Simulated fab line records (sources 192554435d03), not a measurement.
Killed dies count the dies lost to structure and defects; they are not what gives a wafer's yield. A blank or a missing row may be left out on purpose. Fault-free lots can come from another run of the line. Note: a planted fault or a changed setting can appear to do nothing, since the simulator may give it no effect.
fab line records -- flow n5Finfet
[record] lots = 7, wafers = 39
route steps=1938 shown FIN_SAQP@138 FIN_CUT@173 DUMMY_GATE@246 MOL_CONTACT_COAG@588
startH: hours from the record's opening day to when the first of the lot's shown wafers began -- waitH: hours elapsed since this lot's preceding step -- " unchanged from the row above -- L1.1+2: a row that stands for several wafers -- - no value, or no start given -- * or withheld: withheld -- < > ~ a bound
route shown NAME@n: names a module that has steps shown in the file, with the first one's number in the route -- usual: average and standard deviation across the fault-free wafers -- same: alike in all rows -- chamber/n: place in a boat -- sites: readings site by site -- _std_site: standard deviation across them -- _edge_site: mean of outer sites minus mean of inner sites -- radiusMm: for every site, how far away it sits from the centre of the wafer -- mask NAME#n: copy n -- behind: the tool/chamber that last shaped the wafer -- hold: the reason the lot was held/the length of the hold in hours/how it ended -- device: whichever transistor did not switch (one of n, p or np) -- end of line: tests of these same wafers at the route's end -- a step without rows: its recipe alone -- killed: the dies lost at the first sort to structure and to defects; this is not the yield of the wafer -- map: a wafer's dies, x killed, . not, _ none there
set.NAME: the run value of the setting; set.NAME@STEP: its run value at that earlier step -- model.NAME: the simulator's own value behind a step, which no gauge read
lots whose settings were changed on purpose; a table a step, a row a wafer
[[steps]]
[step N5_FIN_SAQP_SPACER2_ALD_28]
[recipe] material = SiO2, targetThkA = 81, tempC = 300, aldPrecursorFamily = BDEAS, aldCoReactant = O2-plasma, pulseTimeS = 1, purgeTimeS = 2, coReactantPurgeTimeS = 2, pressureTorr = 2
lot.wafer,tool,chamber,startH,waitH,set.targetThkA,model.SiO2_of_FIN_SAQP_SPACER2_ALD_28.thkNm
L075.1+3+5,aldSin-01,"2,3,0",32.01,0.1,85.9,8.6
L075.2+4+6,aldSin-01,"1,0,3",32.01,0.1,81,8.2
L078.1+4+5,aldSin-01,"2,0,0",49.45,0.1,73.75,7.4
L078.2+3+6,aldSin-01,"3,1,1",49.45,0.1,81,8.2
L079.1,aldSin-01,2,55.67,0.1,81,8
L079.2+4,aldSin-01,"1,3",55.67,0.1,90.68,9
L079.3+6,aldSin-01,0,55.67,0.1,81,8.2
L079.5,aldSin-01,3,55.67,0.1,90.68,9.2
L081.1,aldSin-01,3,69.38,0.1,81,8.2
L081.2+3+5,aldSin-01,"1,2,1",69.38,0.1,72.89,7.2
L081.4+6,aldSin-01,"0,2",69.38,0.1,81,8
L085.1+5+6,aldSin-03,"0,0,1",98.17,3.9,81,8
L085.2+3+4,aldSin-03,"3,1,2",98.17,3.9,75.61,7.6
L087.1+2,aldSin-01,"0,2",107.69,0.4,81,8.2
L087.3,aldSin-01,3,107.69,0.4,81,8
L090.1+3+6,aldSin-01,"1,2,2",121.96,0.5,73.51,7.4
L090.2+4,aldSin-01,0,121.96,0.5,81,8.2
L090.5,aldSin-01,1,121.96,0.5,81,8
[step N5_FIN_SAQP_SPACER2_ETCHBACK_29]
[recipe] chemistry = CHF3/O2, mode = anisotropicEtchback, target = SiO2, targetDepthA = 122, timeS = 6.1, pressureMtorr = 30, sourceW = 650, biasW = 170, Ar_flow_sccm = 200, CHF3_flow_sccm = 50, O2_flow_sccm = 5, ionEnergyEv = 200
[step N5_FIN_SAQP_MANDREL2_REMOVE_60]
[recipe] chemistry = HBr/Cl2/O2, btTimeS = 10, target = a-Si, stopOn = SiNx, endpoint = OES-SiCl, overEtchFrac = 1, icpW = 600, biasW = 22, HBr_flow_sccm = 150, Cl2_flow_sccm = 80, O2_flow_sccm = 5, pressureMtorr = 10
lot.wafer,tool,chamber,startH,waitH,set.targetThkA@FIN_SAQP_SPACER2_ALD_28,model.FIN_SAQP.cdNm
L075.1+3+5,rieSi-04,"3,1,3",32.42,0.1,85.9,8.6
L075.2+4+6,rieSi-04,"2,0,0",32.42,0.1,81,8
L078.1+5,rieSi-01,"0,2",50.04,0.1,73.75,7.4
L078.2,rieSi-01,1,50.04,0.1,81,8.2
L078.3+6,rieSi-01,3,50.04,0.1,81,8
L078.4,rieSi-01,2,50.04,0.1,73.75,7.6
L079.1+3+6,rieSi-01,"0,3,1",56.16,0.1,81,8.2
L079.2+4+5,rieSi-01,"2,1,2",56.16,0.1,90.68,9.2
L081.1,rieSi-01,0,69.83,0.1,81,8.2
L081.2,rieSi-01,1,69.83,0.1,72.89,7.2
L081.3+5,rieSi-01,2,69.83,0.1,72.89,7.4
L081.4+6,rieSi-01,3,69.83,0.1,81,8
L085.1+5+6,rieSi-01,"2,0,1",98.66,0.1,81,8
L085.2+3,rieSi-01,"1,0",98.66,0.1,75.61,7.6
L085.4,rieSi-01,3,98.66,0.1,75.61,7.4
L087.1+2,rieSi-01,"0,1",108.18,0.1,81,8.2
L087.3,rieSi-01,3,108.18,0.1,81,8
L090.1+3,rieSi-04,"2,0",122.40,0.1,73.51,7.2
L090.2,rieSi-04,3,122.40,0.1,81,8.2
L090.4+5,rieSi-04,"1,0",122.40,0.1,81,8
L090.6,rieSi-04,1,122.40,0.1,73.51,7.4
[step N5_FIN_SAQP_CD_MEAS_31]
[recipe] targetCdNm = 8, landingEnergyEv = 1000, detector = seInlens, polarity = line
[usual] cdNm = 8.10/0.22
lot.wafer,tool,chamber,startH,waitH,set.targetThkA@FIN_SAQP_SPACER2_ALD_28,cdNm
L075.1,cdSem-01,0,32.53,0.1,85.9,8.41
L075.2,cdSem-01,0,32.53,0.1,81,8.07
L075.3,cdSem-01,0,32.53,0.1,85.9,8.15
L075.4,cdSem-01,0,32.53,0.1,81,8.31
L075.5,cdSem-01,0,32.53,0.1,85.9,8.39
L075.6,cdSem-01,0,32.53,0.1,81,8.28
L078.1,cdSem-03,0,50.15,0.1,73.75,7.58
L078.2,cdSem-03,0,50.15,0.1,81,7.91
L078.3,cdSem-03,0,50.15,0.1,81,8.14
L078.4,cdSem-03,0,50.15,0.1,73.75,7.64
L078.5,cdSem-03,0,50.15,0.1,73.75,7.35
L078.6,cdSem-03,0,50.15,0.1,81,8.04
L079.1,cdSem-03,0,56.27,0.1,81,7.88
L079.2,cdSem-03,0,56.27,0.1,90.68,9.02
L079.3,cdSem-03,0,56.27,0.1,81,8.66
L079.4,cdSem-03,0,56.27,0.1,90.68,9.04
L079.5,cdSem-03,0,56.27,0.1,90.68,9.14
L079.6,cdSem-03,0,56.27,0.1,81,8.09
L081.1,cdSem-03,0,69.94,0.1,81,8.02
L081.2,cdSem-03,0,69.94,0.1,72.89,7.14
L081.3,cdSem-03,0,69.94,0.1,72.89,7.47
L081.4,cdSem-03,0,69.94,0.1,81,8.09
L081.5,cdSem-03,0,69.94,0.1,72.89,7.42
L081.6,cdSem-03,0,69.94,0.1,81,8.18
L085.1,cdSem-03,0,98.77,0.1,81,8.12
L085.2,cdSem-03,0,98.77,0.1,75.61,7.59
L085.3,cdSem-03,0,98.77,0.1,75.61,7.77
L085.4,cdSem-03,0,98.77,0.1,75.61,7.54
L085.5,cdSem-03,0,98.77,0.1,81,7.97
L085.6,cdSem-03,0,98.77,0.1,81,8.20
L087.1,cdSem-03,0,108.29,0.1,81,7.94
L087.2,cdSem-03,0,108.29,0.1,81,8.06
L087.3,cdSem-03,0,108.29,0.1,81,8.20
L090.1,cdSem-03,0,122.51,0.1,73.51,7.39
L090.2,cdSem-03,0,122.51,0.1,81,8.20
L090.3,cdSem-03,0,122.51,0.1,73.51,6.92
L090.4,cdSem-03,0,122.51,0.1,81,8.12
L090.5,cdSem-03,0,122.51,0.1,81,7.82
L090.6,cdSem-03,0,122.51,0.1,73.51,7.23
[step N5_FIN_SAQP_HM_OPEN_33]
[recipe] chemistry = CH3F/O2, target = SiNx, maskMaterial = SiO2, targetDepthA = 494, timeS = 70.6, pressureMtorr = 30, sourceW = 395, biasW = 73, Ar_flow_sccm = 150, CH3F_flow_sccm = 30, O2_flow_sccm = 20, ionEnergyEv = 120, ends = cleared
lot.wafer,tool,chamber,startH,waitH,set.targetThkA@FIN_SAQP_SPACER2_ALD_28,model.FIN_SAQP.cdNm
L075.1+5,rieDiel-04,"3,0",32.58,0.0,85.9,8.8
L075.2+4,rieDiel-04,"0,1",32.58,0.0,81,8
L075.3,rieDiel-04,2,32.58,0.0,85.9,8.6
L075.6,rieDiel-04,3,32.58,0.0,81,8.2
L078.1,rieDiel-04,1,50.30,0.1,73.75,7.4
L078.2,rieDiel-04,0,50.30,0.1,81,8.2
L078.3+6,rieDiel-04,3,50.30,0.1,81,8
L078.4+5,rieDiel-04,"1,0",50.30,0.1,73.75,7.6
L079.1,rieDiel-05,3,56.54,0.3,81,8.4
L079.2,rieDiel-05,0,56.54,0.3,90.68,9.4
L079.3+6,rieDiel-05,"1,2",56.54,0.3,81,8.2
L079.4+5,rieDiel-05,"2,3",56.54,0.3,90.68,9.2
L081.1,rieDiel-04,2,70.07,0.1,81,8.2
L081.2+3,rieDiel-04,"0,1",70.07,0.1,72.89,7.4
L081.4+6,rieDiel-04,"3,1",70.07,0.1,81,8
L081.5,rieDiel-04,0,70.07,0.1,72.89,7.6
L085.1,rieDiel-04,3,98.82,0.0,81,8.2
L085.2+4,rieDiel-04,"2,0",98.82,0.0,75.61,7.4
L085.3,rieDiel-04,1,98.82,0.0,75.61,7.6
L085.5+6,rieDiel-04,"1,0",98.82,0.0,81,8
L087.1+3,rieDiel-02,"3,1",108.40,0.1,81,8.2
L087.2,rieDiel-02,2,108.40,0.1,81,8
L090.1+3+6,rieDiel-04,"3,1,1",122.56,0.0,73.51,7.2
L090.2+4,rieDiel-04,"0,2",122.56,0.0,81,8
L090.5,rieDiel-04,2,122.56,0.0,81,7.8
[step N5_FIN_SAQP_ETCH_34]
[recipe] chemistry = C4F6/O2, target = SiO2, targetDepthA = 450, timeS = 15, ionEnergyEv = 250, pressureMtorr = 30, sourceW = 345, biasW = 185, Ar_flow_sccm = 300, C4F6_flow_sccm = 10, O2_flow_sccm = 10, ends = cleared
lot.wafer,tool,chamber,startH,waitH,set.targetThkA@FIN_SAQP_SPACER2_ALD_28,model.FIN_SAQP.cdNm
L075.1+3+5,rieDiel-04,"3,2,0",32.65,0.0,85.9,8.6
L075.2+4+6,rieDiel-04,"0,1,3",32.65,0.0,81,8
L078.1+5,rieDiel-04,"1,0",50.37,0.0,73.75,7.4
L078.2,rieDiel-04,0,50.37,0.0,81,8.2
L078.3,rieDiel-04,3,50.37,0.0,81,8
L078.4,rieDiel-04,1,50.37,0.0,73.75,7.6
L078.6,rieDiel-04,3,50.37,0.0,81,7.8
L079.1+3+6,rieDiel-05,"3,1,2",56.61,0.0,81,8.2
L079.2,rieDiel-05,0,56.61,0.0,90.68,9.4
L079.4+5,rieDiel-05,"2,3",56.61,0.0,90.68,9.2
L081.1,rieDiel-04,2,70.14,0.0,81,8.2
L081.2,rieDiel-04,0,70.14,0.0,72.89,7.2
L081.3+5,rieDiel-04,"1,0",70.14,0.0,72.89,7.4
L081.4+6,rieDiel-04,"3,1",70.14,0.0,81,8
L085.1,rieDiel-04,3,98.89,0.0,81,8.2
L085.2+3,rieDiel-04,"2,1",98.89,0.0,75.61,7.6
L085.4,rieDiel-04,0,98.89,0.0,75.61,7.2
L085.5+6,rieDiel-04,"1,0",98.89,0.0,81,8
L087.1+3,rieDiel-02,"3,1",108.47,0.0,81,8.2
L087.2,rieDiel-02,2,108.47,0.0,81,8
L090.1+3+6,rieDiel-04,"3,1,1",122.63,0.0,73.51,7.4
L090.2+4,rieDiel-04,"0,2",122.63,0.0,81,8
L090.5,rieDiel-04,2,122.63,0.0,81,7.8
[step N5_FIN_SAQP_STRIP_77]
[recipe] chemistry = N2/H2, timeS = 90, powerW = 100, tempC = 40, pressureMtorr = 100, rfFrequencyHz = 6e+07, biasPowerW = 3, n2FlowSccm = 300, h2FlowSccm = 300
[step N5_FIN_SAQP_ETCH_64]
[recipe] chemistry = CF4, target = SiO2, targetDepthA = 15, ionEnergyEv = 350, pressureMtorr = 10, icpW = 800, biasW = 400, cf4FlowSccm = 80
[step N5_FIN_SAQP_FIN_ETCH_36]
[recipe] chemistry = HBr/Cl2/O2, targetDepthA = 1200, maskMaterial = SiNx, timeS = 50.4, biasW = 102, pressureMtorr = 10, icpW = 800, HBr_flow_sccm = 150, Cl2_flow_sccm = 80, O2_flow_sccm = 12
[step N5_FIN_SAQP_CD_MEAS_37]
[recipe] targetCdNm = 8, polarity = line
[usual] cdNm = 8.05/0.22
lot.wafer,tool,chamber,startH,waitH,set.targetThkA@FIN_SAQP_SPACER2_ALD_28,cdNm
L075.1,cdSem-02,-,32.98,0.1,85.9,8.88
L075.2,cdSem-02,-,32.98,0.1,81,7.77
L075.3,cdSem-02,-,32.98,0.1,85.9,8.60
L075.4,cdSem-02,-,32.98,0.1,81,8.19
L075.5,cdSem-02,-,32.98,0.1,85.9,8.53
L075.6,cdSem-02,-,32.98,0.1,81,7.80
L078.1,cdSem-01,-,50.70,0.1,73.75,7.14
L078.2,cdSem-01,-,50.70,0.1,81,8.17
L078.3,cdSem-01,-,50.70,0.1,81,8.08
L078.4,cdSem-01,-,50.70,0.1,73.75,7.57
L078.5,cdSem-01,-,50.70,0.1,73.75,7.33
L078.6,cdSem-01,-,50.70,0.1,81,7.89
L079.1,cdSem-02,-,56.94,0.1,81,8.06
L079.2,cdSem-02,-,56.94,0.1,90.68,9.35
L079.3,cdSem-02,-,56.94,0.1,81,8.15
L079.4,cdSem-02,-,56.94,0.1,90.68,9.41
L079.5,cdSem-02,-,56.94,0.1,90.68,9.19
L079.6,cdSem-02,-,56.94,0.1,81,8.25
L081.1,cdSem-01,-,70.47,0.1,81,8.59
L081.2,cdSem-01,-,70.47,0.1,72.89,7.28
L081.3,cdSem-01,-,70.47,0.1,72.89,7.20
L081.4,cdSem-01,-,70.47,0.1,81,8.08
L081.5,cdSem-01,-,70.47,0.1,72.89,7.16
L081.6,cdSem-01,-,70.47,0.1,81,7.79
L085.1,cdSem-01,-,99.23,0.1,81,8.28
L085.2,cdSem-01,-,99.23,0.1,75.61,7.47
L085.3,cdSem-01,-,99.23,0.1,75.61,7.53
L085.4,cdSem-01,-,99.23,0.1,75.61,7.31
L085.5,cdSem-01,-,99.23,0.1,81,8.01
L085.6,cdSem-01,-,99.23,0.1,81,7.87
L087.1,cdSem-01,-,108.80,0.1,81,8.38
L087.2,cdSem-01,-,108.80,0.1,81,7.72
L087.3,cdSem-01,-,108.80,0.1,81,7.80
L090.1,cdSem-02,-,122.96,0.1,73.51,7.29
L090.2,cdSem-02,-,122.96,0.1,81,8.11
L090.3,cdSem-02,-,122.96,0.1,73.51,7.47
L090.4,cdSem-02,-,122.96,0.1,81,7.91
L090.5,cdSem-02,-,122.96,0.1,81,7.77
L090.6,cdSem-02,-,122.96,0.1,73.51,7.10
[step N5_FIN_CUT_CUT_ETCH_26]
[recipe] chemistry = CH3F/O2, target = SiNx, targetDepthA = 390, maskMaterial = SOC, timeS = 55.7, pressureMtorr = 30, sourceW = 395, biasW = 73, Ar_flow_sccm = 150, CH3F_flow_sccm = 30, O2_flow_sccm = 20, ionEnergyEv = 120
lot.wafer,tool,chamber,startH,waitH,set.targetDepthA,model.etch.depthNm,model.SOC_of_FIN_CUT_COAT_18.thkNm
L075.1,rieDiel-06,2,34.10,0.0,390,38.78,211.8
L075.2,rieDiel-06,0,34.10,0.0,407.5,39.25,211.2
L075.3,rieDiel-06,3,34.10,0.0,390,39.63,210.8
L075.4,rieDiel-06,2,34.10,0.0,407.5,40.81,211.2
L075.5,rieDiel-06,3,34.10,0.0,407.5,41.47,210.8
L075.6,rieDiel-06,0,34.10,0.0,390,37.77,212
L078.1,rieDiel-01,1,51.82,0.0,390,39.71,211.4
L078.2,rieDiel-01,2,51.82,0.0,390,39.69,211
L078.3,rieDiel-01,0,51.82,0.0,390,39.08,212
L078.4,rieDiel-01,3,51.82,0.0,438.3,45.14,208.8
L078.5,rieDiel-01,0,51.82,0.0,438.3,43.82,209
L078.6,rieDiel-01,3,51.82,0.0,438.3,44.72,209.2
L079.1,rieDiel-01,3,58.06,0.0,430.5,43.89,210.8
L079.2,rieDiel-01,0,58.06,0.0,430.5,42.62,210.8
L079.3,rieDiel-01,1,58.06,0.0,430.5,43.06,210.6
L079.4,rieDiel-01,2,58.06,0.0,390,39.39,212.6
L079.5,rieDiel-01,3,58.06,0.0,390,39.51,212.4
L079.6,rieDiel-01,0,58.06,0.0,390,38.59,213.6
L081.1,rieDiel-03,0,72.06,0.0,390,39.51,210.4
L081.2,rieDiel-03,2,72.06,0.0,390,38.84,210.6
L081.3,rieDiel-03,1,72.06,0.0,390,38.57,211.6
L081.4,rieDiel-03,3,72.06,0.0,390,39.87,210.2
L081.5,rieDiel-03,3,72.06,0.0,390,39.93,210.4
L081.6,rieDiel-03,0,72.06,0.0,390,39.52,210.4
L085.1,rieDiel-01,0,100.34,0.0,390,38.68,210.4
L085.2,rieDiel-01,2,100.34,0.0,415.6,42.22,210
L085.3,rieDiel-01,1,100.34,0.0,390,39.75,210.8
L085.4,rieDiel-01,3,100.34,0.0,390,39.68,210.4
L085.5,rieDiel-01,0,100.34,0.0,415.6,40.87,209.8
L085.6,rieDiel-01,3,100.34,0.0,415.6,42.23,208.6
L087.1,rieDiel-01,1,109.92,0.0,390,39.6,211.6
L087.2,rieDiel-01,2,109.92,0.0,390,39.25,212
L087.3,rieDiel-01,3,109.92,0.0,390,39.25,212.2
L090.1,rieDiel-06,2,124.14,0.0,390,38.54,213.4
L090.2,rieDiel-06,1,124.14,0.0,390,39.28,212.8
L090.3,rieDiel-06,0,124.14,0.0,390,38.82,213
L090.4,rieDiel-06,3,124.14,0.0,350.1,35.71,215.2
L090.5,rieDiel-06,1,124.14,0.0,350.1,35.28,215
L090.6,rieDiel-06,2,124.14,0.0,350.1,34.7,215.2
[step N5_DUMMY_GATE_ETCH_32]
[recipe] chemistry = CF4, target = SiO2, targetDepthA = 35, timeS = 3.9, ionEnergyEv = 350, pressureMtorr = 10, icpW = 800, biasW = 400, cf4FlowSccm = 80
lot.wafer,tool,chamber,startH,waitH,set.timeS,model.etch.depthNm
L075.1,rieSi-05,0,52.82,0.1,3.9,3.501
L075.2,rieSi-05,1,52.82,0.1,3.9,3.456
L075.3,rieSi-05,2,52.82,0.1,3.9,3.467
L075.4,rieSi-05,3,52.82,0.1,3.9,3.475
L075.5,rieSi-05,1,52.82,0.1,3.9,3.499
L075.6,rieSi-05,2,52.82,0.1,3.9,3.461
L078.1,rieSi-02,3,70.73,0.1,3.45,3.137
L078.2,rieSi-02,1,70.73,0.1,3.9,3.522
L078.3,rieSi-02,2,70.73,0.1,3.45,3.226
L078.4,rieSi-02,0,70.73,0.1,3.9,3.495
L078.5,rieSi-02,3,70.73,0.1,3.9,3.508
L078.6,rieSi-02,0,70.73,0.1,3.45,3.077
L079.1,rieSi-06,2,77.82,0.1,3.333,2.915
L079.2,rieSi-06,0,77.82,0.1,3.333,3.042
L079.3,rieSi-06,3,77.82,0.1,3.9,3.48
L079.4,rieSi-06,1,77.82,0.1,3.9,3.64
L079.5,rieSi-06,0,77.82,0.1,3.333,3.058
L079.6,rieSi-06,3,77.82,0.1,3.9,3.475
L081.1,rieSi-02,0,90.82,0.1,3.9,3.471
L081.2,rieSi-02,3,90.82,0.1,4.815,4.38
L081.3,rieSi-02,2,90.82,0.1,3.9,3.644
L081.4,rieSi-02,1,90.82,0.1,4.815,4.331
L081.5,rieSi-02,2,90.82,0.1,4.815,4.533
L081.6,rieSi-02,3,90.82,0.1,3.9,3.531
L085.1,rieSi-05,1,121.58,0.1,2.965,2.679
L085.2,rieSi-05,3,121.58,0.1,3.9,3.499
L085.3,rieSi-05,0,121.58,0.1,2.965,2.653
L085.4,rieSi-05,2,121.58,0.1,3.9,3.455
L085.5,rieSi-05,0,121.58,0.1,3.9,3.487
L085.6,rieSi-05,3,121.58,0.1,2.965,2.65
L087.1,rieSi-05,1,129.52,0.1,3.9,3.452
L087.2,rieSi-05,0,129.52,0.1,3.9,3.456
L087.3,rieSi-05,2,129.52,0.1,3.9,3.421
L090.1,rieSi-05,1,142.88,0.1,3.461,3.112
L090.2,rieSi-05,0,142.88,0.1,3.461,3.094
L090.3,rieSi-05,2,142.88,0.1,3.9,3.441
L090.4,rieSi-05,2,142.88,0.1,3.9,3.429
L090.5,rieSi-05,1,142.88,0.1,3.461,3.126
L090.6,rieSi-05,0,142.88,0.1,3.9,3.495
[step N5_MOL_CONTACT_COAG_ETCH_47]
[recipe] chemistry = CH3F/O2, target = SiNx, targetDepthA = 270, maskMaterial = SiO2, stopOn = W, overEtchFrac = 0.2, ionEnergyEv = 120, endpoint = OES-CN, pressureMtorr = 30, sourceW = 395, biasW = 73, Ar_flow_sccm = 150, CH3F_flow_sccm = 30, O2_flow_sccm = 20, ends = endPoint
lot.wafer,tool,chamber,startH,waitH,set.overEtchFrac,model.etch.overEtchS
L075.1,rieDiel-04,3,112.85,0.0,0.1959,5.229
L075.2,rieDiel-04,0,112.85,0.0,0.2,5.246
L075.3,rieDiel-04,2,112.85,0.0,0.2,5.211
L075.4,rieDiel-04,1,112.85,0.0,0.1959,5.188
L075.5,rieDiel-04,3,112.85,0.0,0.2,5.28
L075.6,rieDiel-04,0,112.85,0.0,0.1959,5.191
L078.1,rieDiel-04,1,124.57,0.0,0.2,5.285
L078.2,rieDiel-04,0,124.57,0.0,0.2,5.271
L078.3,rieDiel-04,2,124.57,0.0,0.2,5.16
L078.4,rieDiel-04,3,124.57,0.0,0.2,5.216
L078.5,rieDiel-04,0,124.57,0.0,0.2,5.202
L078.6,rieDiel-04,1,124.57,0.0,0.2,5.223
L079.1,rieDiel-04,3,130.16,0.0,0.2,5.284
L079.2,rieDiel-04,0,130.16,0.0,0.2,5.272
L079.3,rieDiel-04,2,130.16,0.0,0.2,5.189
L079.4,rieDiel-04,1,130.16,0.0,0.2,5.321
L079.5,rieDiel-04,3,130.16,0.0,0.2,5.254
L079.6,rieDiel-04,2,130.16,0.0,0.2,5.243
L081.1,rieDiel-04,1,143.80,0.0,0.2059,5.458
L081.2,rieDiel-04,2,143.80,0.0,0.2,5.25
L081.3,rieDiel-04,0,143.80,0.0,0.2059,5.461
L081.4,rieDiel-04,3,143.80,0.0,0.2059,5.493
L081.5,rieDiel-04,1,143.80,0.0,0.2,5.267
L081.6,rieDiel-04,2,143.80,0.0,0.2,5.178
L085.1,rieDiel-02,1,173.49,0.0,0.2,5.146
L085.2,rieDiel-02,3,173.49,0.0,0.1871,4.818
L085.3,rieDiel-02,2,173.49,0.0,0.1871,4.881
L085.4,rieDiel-02,0,173.49,0.0,0.2,5.231
L085.5,rieDiel-02,1,173.49,0.0,0.1871,4.802
L085.6,rieDiel-02,0,173.49,0.0,0.2,5.227
L087.1,rieDiel-04,3,183.18,0.0,0.2,5.284
L087.2,rieDiel-04,1,183.18,0.0,0.2,5.33
L087.3,rieDiel-04,2,183.18,0.0,0.2,5.262
L090.1,rieDiel-04,3,194.97,0.0,0.2,5.218
L090.2,rieDiel-04,1,194.97,0.0,0.2,5.222
L090.3,rieDiel-04,2,194.97,0.0,0.2,5.173
L090.4,rieDiel-04,0,194.97,0.0,0.2,5.205
L090.5,rieDiel-04,1,194.97,0.0,0.2,5.242
L090.6,rieDiel-04,0,194.97,0.0,0.2,5.237
[[key]]
[split] step = N5_FIN_SAQP_SPACER2_ALD_28, setting = targetThkA, stated = 81, by = wafer
[response] step = N5_FIN_SAQP_SPACER2_ALD_28, reading = model.SiO2_of_FIN_SAQP_SPACER2_ALD_28.thkNm, change = +0.0794, per = 1%, r = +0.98
[response] step = N5_FIN_SAQP_MANDREL2_REMOVE_60, reading = model.FIN_SAQP.cdNm, change = +0.0792, per = 1%, r = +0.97
[response] step = N5_FIN_SAQP_CD_MEAS_31, reading = cdNm, change = +0.0697, per = 1%, r = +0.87
[response] step = N5_FIN_SAQP_HM_OPEN_33, reading = model.FIN_SAQP.cdNm, change = +0.0767, per = 1%, r = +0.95
[response] step = N5_FIN_SAQP_ETCH_34, reading = model.FIN_SAQP.cdNm, change = +0.0764, per = 1%, r = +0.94
[response] step = N5_FIN_SAQP_CD_MEAS_37, reading = cdNm, change = +0.0902, per = 1%, r = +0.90
[split] step = N5_FIN_CUT_CUT_ETCH_26, setting = targetDepthA, stated = 390, by = wafer
[response] step = N5_FIN_CUT_CUT_ETCH_26, reading = model.etch.depthNm, change = +0.386, per = 1%, r = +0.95
[response] step = N5_FIN_CUT_CUT_ETCH_26, reading = model.SOC_of_FIN_CUT_COAT_18.thkNm, change = -0.193, per = 1%, r = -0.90
[split] step = N5_DUMMY_GATE_ETCH_32, setting = timeS, stated = 3.9, by = wafer
[response] step = N5_DUMMY_GATE_ETCH_32, reading = model.etch.depthNm, change = +0.0349, per = 1%, r = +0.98
[split] step = N5_MOL_CONTACT_COAG_ETCH_47, setting = overEtchFrac, stated = 0.2, by = wafer
[response] step = N5_MOL_CONTACT_COAG_ETCH_47, reading = model.etch.overEtchS, change = +0.0581, per = 1%, r = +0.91
